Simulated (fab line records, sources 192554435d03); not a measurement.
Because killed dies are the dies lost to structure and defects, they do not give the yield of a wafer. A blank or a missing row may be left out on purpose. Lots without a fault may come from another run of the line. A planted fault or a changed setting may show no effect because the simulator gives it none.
Tool commonality check || flow n5-finfet || 23 wafers sampled across 9 lots

== THE REASON FOR OPENING IT ==
N5_BEOL_M4_RC_MEAS_101, reading CJ_P: flagged on 2 of 9 lots. No-fault wafers: 5.78, standard deviation 0.18.
Rule: a lot is flagged when every wafer of it that has a number lies more than 4 standard deviations from that mean, or none has a number. The other lots count as sound.

{"lot": "L316", "measured": "day 8 00:02", "on": "prober-02", "CJ_P, wafer by wafer": "5.77 5.71 5.68", "flag": ""}
{"lot": "L319", "measured": "day 9 08:10", "on": "prober-01", "CJ_P, wafer by wafer": "5.64 5.80 5.69", "flag": ""}
{"lot": "L322", "measured": "day 9 17:41", "on": "prober-01", "CJ_P, wafer by wafer": "5.69 5.46", "flag": ""}
{"lot": "L323", "measured": "day 10 06:52", "on": "prober-01", "CJ_P, wafer by wafer": "5.89 5.63", "flag": ""}
{"lot": "L325", "measured": "day 10 22:34", "on": "prober-01", "CJ_P, wafer by wafer": "5.72 5.96 6.00", "flag": ""}
{"lot": "L334", "measured": "day 12 16:40", "on": "prober-02", "CJ_P, wafer by wafer": "4.60 4.53 4.87", "flag": "FLAGGED"}
{"lot": "L335", "measured": "day 13 12:14", "on": "prober-01", "CJ_P, wafer by wafer": "5.69 5.48", "flag": ""}
{"lot": "L336", "measured": "day 13 12:34", "on": "prober-02", "CJ_P, wafer by wafer": "4.84 4.49 4.40", "flag": "FLAGGED"}
{"lot": "L337", "measured": "day 13 18:03", "on": "prober-01", "CJ_P, wafer by wafer": "5.56 5.94", "flag": ""}
Average over the flagged lots: 4.62; offset from the usual -1.16, equal to -6 standard deviations.

== WHICH TOOL EACH LOT WENT THROUGH ==
Before the reading, the record contains 4 process steps out of a 1938-step route. Each cell gives the tool, then ch followed by the chambers the sampled wafers passed through, then the start.
{"lot": "L316", "flag": "", "N5_ZERO_LAYER_ETCH_17": "rie-diel-05 ch 0,2,3, day 1 19:11", "N5_WELL_APT_IMPLANT_15": "implanter-01 ch 0, day 1 20:56", "N5_WELL_APT_DESCUM_30": "rie-diel-06 ch 0,2,3, day 1 21:46", "N5_PMOS_HMC_CHANNEL_EPI_HM_DEP_34": "pecvd-01 ch 0, day 1 23:32"}
{"lot": "L319", "flag": "", "N5_ZERO_LAYER_ETCH_17": "rie-diel-04 ch 1,2, day 2 12:50", "N5_WELL_APT_IMPLANT_15": "implanter-02 ch 0, day 2 14:36", "N5_WELL_APT_DESCUM_30": "rie-diel-02 ch 0,2,3, day 2 15:28", "N5_PMOS_HMC_CHANNEL_EPI_HM_DEP_34": "pecvd-02 ch 0,1,2, day 2 17:15"}
{"lot": "L322", "flag": "", "N5_ZERO_LAYER_ETCH_17": "rie-diel-04 ch 0,1, day 3 07:04", "N5_WELL_APT_IMPLANT_15": "implanter-01 ch 0, day 3 08:20", "N5_WELL_APT_DESCUM_30": "rie-diel-03 ch 3, day 3 09:07", "N5_PMOS_HMC_CHANNEL_EPI_HM_DEP_34": "pecvd-03 ch 1,2, day 3 10:57"}
{"lot": "L323", "flag": "", "N5_ZERO_LAYER_ETCH_17": "rie-diel-05 ch 2,3, day 3 12:43", "N5_WELL_APT_IMPLANT_15": "implanter-02 ch 0, day 3 14:19", "N5_WELL_APT_DESCUM_30": "rie-diel-02 ch 0,3, day 3 15:10", "N5_PMOS_HMC_CHANNEL_EPI_HM_DEP_34": "pecvd-03 ch 0,2, day 3 17:02"}
{"lot": "L325", "flag": "", "N5_ZERO_LAYER_ETCH_17": "rie-diel-05 ch 0,1, day 4 00:52", "N5_WELL_APT_IMPLANT_15": "implanter-01 ch 0, day 4 02:21", "N5_WELL_APT_DESCUM_30": "rie-diel-03 ch 1,3, day 4 03:24", "N5_PMOS_HMC_CHANNEL_EPI_HM_DEP_34": "pecvd-03 ch 0,2, day 4 05:04"}
{"lot": "L334", "flag": "FLAGGED", "N5_ZERO_LAYER_ETCH_17": "rie-diel-04 ch 0,2, day 6 06:43", "N5_WELL_APT_IMPLANT_15": "implanter-01 ch 0, day 6 07:59", "N5_WELL_APT_DESCUM_30": "rie-diel-03 ch 1,2,3, day 6 08:55", "N5_PMOS_HMC_CHANNEL_EPI_HM_DEP_34": "pecvd-02 ch 0,2, day 6 10:41"}
{"lot": "L335", "flag": "", "N5_ZERO_LAYER_ETCH_17": "rie-diel-04 ch 2,3, day 6 12:50", "N5_WELL_APT_IMPLANT_15": "implanter-02 ch 0, day 6 14:12", "N5_WELL_APT_DESCUM_30": "rie-diel-02 ch 1,3, day 6 15:09", "N5_PMOS_HMC_CHANNEL_EPI_HM_DEP_34": "pecvd-02 ch 1,2, day 6 16:52"}
{"lot": "L336", "flag": "FLAGGED", "N5_ZERO_LAYER_ETCH_17": "rie-diel-04 ch 0,3, day 6 18:43", "N5_WELL_APT_IMPLANT_15": "implanter-01 ch 0, day 6 20:05", "N5_WELL_APT_DESCUM_30": "rie-diel-02 ch 0,1,2, day 6 20:50", "N5_PMOS_HMC_CHANNEL_EPI_HM_DEP_34": "pecvd-03 ch 0,1,2, day 6 22:40"}
{"lot": "L337", "flag": "", "N5_ZERO_LAYER_ETCH_17": "rie-diel-05 ch 0,1, day 7 00:43", "N5_WELL_APT_IMPLANT_15": "implanter-02 ch 0, day 7 02:07", "N5_WELL_APT_DESCUM_30": "rie-diel-03 ch 0,3, day 7 02:55", "N5_PMOS_HMC_CHANNEL_EPI_HM_DEP_34": "pecvd-01 ch 0,1, day 7 04:35"}
These steps, and what they do:
- N5_ZERO_LAYER_ETCH_17: etches SiO2 in CF4, target depth 12 nm, time 13.3 s.
- N5_WELL_APT_IMPLANT_15
- N5_WELL_APT_DESCUM_30: chemistry O2, time 7.9 s.
- N5_PMOS_HMC_CHANNEL_EPI_HM_DEP_34: deposits SiO2 from TEOS/O2, target thk 36 nm, time 6.9 s.
- N5_BEOL_M4_RC_MEAS_101

== FLAGGED AGAINST TOTAL, ONE TOOL AT A TIME (gauges that did the reading follow at the end) ==
{"step": "N5_ZERO_LAYER_ETCH_17", "tool": "rie-diel-04", "lots run": 5, "flagged": 2, "share of the flagged lots": "all", "sound lots run after its first flagged lot": "1 (L335)"}
{"step": "N5_ZERO_LAYER_ETCH_17", "tool": "rie-diel-05", "lots run": 4, "flagged": 0, "share of the flagged lots": "none", "sound lots run after its first flagged lot": "-"}
{"step": "N5_WELL_APT_IMPLANT_15", "tool": "implanter-01", "lots run": 5, "flagged": 2, "share of the flagged lots": "all", "sound lots run after its first flagged lot": 0}
{"step": "N5_WELL_APT_IMPLANT_15", "tool": "implanter-02", "lots run": 4, "flagged": 0, "share of the flagged lots": "none", "sound lots run after its first flagged lot": "-"}
{"step": "N5_WELL_APT_DESCUM_30", "tool": "rie-diel-02", "lots run": 4, "flagged": 1, "share of the flagged lots": "some", "sound lots run after its first flagged lot": 0}
{"step": "N5_WELL_APT_DESCUM_30", "tool": "rie-diel-03", "lots run": 4, "flagged": 1, "share of the flagged lots": "some", "sound lots run after its first flagged lot": "1 (L337)"}
{"step": "N5_WELL_APT_DESCUM_30", "tool": "rie-diel-06", "lots run": 1, "flagged": 0, "share of the flagged lots": "none", "sound lots run after its first flagged lot": "-"}
{"step": "N5_PMOS_HMC_CHANNEL_EPI_HM_DEP_34", "tool": "pecvd-01", "lots run": 2, "flagged": 0, "share of the flagged lots": "none", "sound lots run after its first flagged lot": "-"}
{"step": "N5_PMOS_HMC_CHANNEL_EPI_HM_DEP_34", "tool": "pecvd-02", "lots run": 3, "flagged": 1, "share of the flagged lots": "some", "sound lots run after its first flagged lot": "1 (L335)"}
{"step": "N5_PMOS_HMC_CHANNEL_EPI_HM_DEP_34", "tool": "pecvd-03", "lots run": 4, "flagged": 1, "share of the flagged lots": "some", "sound lots run after its first flagged lot": 0}
{"step": "N5_BEOL_M4_RC_MEAS_101", "tool": "prober-01", "lots run": 6, "flagged": 0, "share of the flagged lots": "none", "sound lots run after its first flagged lot": "-"}
{"step": "N5_BEOL_M4_RC_MEAS_101", "tool": "prober-02", "lots run": 3, "flagged": 2, "share of the flagged lots": "all", "sound lots run after its first flagged lot": 0}

== THE TABLE: WHAT IT ALLOWS ==
Rows of the table that ran every flagged lot, 3 in all: rie-diel-04 at N5_ZERO_LAYER_ETCH_17, implanter-01 at N5_WELL_APT_IMPLANT_15, prober-02 at N5_BEOL_M4_RC_MEAS_101.
- rie-diel-04 at N5_ZERO_LAYER_ETCH_17: 2 of its 5 lots flagged. Lots that were sound ran on it after the first flagged one (L335); a persistent fault on the entire tool would not allow that.
- implanter-01 at N5_WELL_APT_IMPLANT_15: 2 of its 5 lots flagged. Its last sound lot is L325 (day 4 02:21), its first flagged lot L334 (day 6 07:59): a fault that began between those two fits. Its own readings lie more than 4 standard deviations out on every wafer of the flagged lots: dose-ions-cm2, faraday-current-uA.
- prober-02 at N5_BEOL_M4_RC_MEAS_101: 2 of its 3 lots flagged. Its last sound lot is L316 (day 8 00:02), its first flagged lot L334 (day 12 16:40): a fault that began between those two fits.
A lot count leaves these 2 tools indistinguishable: every one of them fits a fault beginning at some hour. More lots, or a look at what each step does to the wafer, might.

== WHAT THE SIMULATOR PUT IN ==
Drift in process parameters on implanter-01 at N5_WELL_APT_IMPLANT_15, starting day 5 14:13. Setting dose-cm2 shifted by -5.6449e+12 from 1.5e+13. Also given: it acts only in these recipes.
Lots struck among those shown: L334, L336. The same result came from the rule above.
